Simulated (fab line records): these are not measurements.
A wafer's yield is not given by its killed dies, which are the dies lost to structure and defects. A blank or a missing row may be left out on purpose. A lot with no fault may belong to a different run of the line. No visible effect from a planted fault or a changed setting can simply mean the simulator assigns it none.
Matching of chambers	flow n5Finfet	N5_BEOL_M0_SAQP_ILD_DEP_01 on pecvd-04: 3 sister chambers
The step deposits SiOC from DEMS/O2, target thk 45.419 nm, time 8.7 s. 3 wafers are shown with their chamber, then 11 later ones without.

EACH WAFER AND ITS CHAMBER
wafer	chamber	throttleValvePct (%)
L086.4	1	13.8
L086.5	0	12.4
L090.3	2	11.0

WAFERS WITHOUT THEIR CHAMBER
wafer	throttleValvePct (%)
L090.4	13.7
L090.6	11.0
L094.2	11.1
L094.3	13.5
L094.6	12.8
L096.1	11.1
L096.2	12.6
L096.5	13.7
L097.1	13.6
L097.2	12.5
L097.4	13.5

CHAMBER TAKEN BY EACH
wafer	from the rows above	in truth
L090.4	1	1
L090.6	2	2
L094.2	2	2
L094.3	1	1
L094.6	0	0
L096.1	2	2
L096.2	0	0
L096.5	1	1
L097.1	1	1
L097.2	0	0
L097.4	1	1
Correctly placed: 11 of 11. From these rows, 0 cannot be placed. 0 placed wrongly.
How it was worked out, from the rows above alone: a wafer's distance from a chamber is the root of the sum, over the readings, of the square of ((its reading less the chamber's mean) divided by the reading's scatter). If the next closest chamber is less than 2 further off than the closest, the wafer can't be placed; otherwise it belongs to the closest. Each chamber's mean is taken over the wafers shown for it. The scatter: with one shown wafer a chamber, the root of the mean of the squares of how far each hidden wafer lies from its nearest shown one.
